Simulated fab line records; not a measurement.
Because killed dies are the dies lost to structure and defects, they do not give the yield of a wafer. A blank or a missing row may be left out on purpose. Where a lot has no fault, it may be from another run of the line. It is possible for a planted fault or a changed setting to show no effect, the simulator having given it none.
Chamber matching	flow n5_finfet	N5_DUMMY_GATE_ETCH_37 on rie_diel-04: 4 sister chambers
The step etches SOC in N2/H2, target depth 60 nm, overetch 30 nm. 4 wafers are shown with their chamber, then 7 later ones without.

== EACH WAFER AND ITS CHAMBER ==
wafer	chamber	showerhead_plenum_p_Torr (Torr)
L077.6	2	2.42
L082.5	3	2.64
L085.2	0	2.56
L085.5	1	2.65

== WAFERS MISSING THEIR CHAMBER ==
wafer	showerhead_plenum_p_Torr (Torr)
L085.6	2.56
L089.1	2.64
L089.4	2.41
L089.6	2.41
L091.2	2.64
L091.5	2.41
L091.6	2.63

== WHICH CHAMBER EACH WENT THROUGH ==
wafer	from the rows above	in truth
L085.6	0	0
L089.1	can't be placed: 3 or 1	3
L089.4	2	2
L089.6	2	2
L091.2	can't be placed: 3 or 1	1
L091.5	2	2
L091.6	can't be placed: 3 or 1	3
4 of 7 placed correctly. Not placeable from these rows: 3 (in 3, the candidates include the true chamber). Placed wrongly: 0.
How it was worked out, from the rows above alone: a wafer's distance from a chamber is the root of the sum, over the readings, of the square of ((its reading less the chamber's mean) divided by the reading's scatter). The wafer belongs to the nearest chamber; if the next one is less than 2 further off, it can't be placed. Each chamber's mean is taken over the wafers shown for it. The scatter (one wafer shown for each chamber): square how far every hidden wafer sits from the nearest shown wafer, average those squares and take the square root.
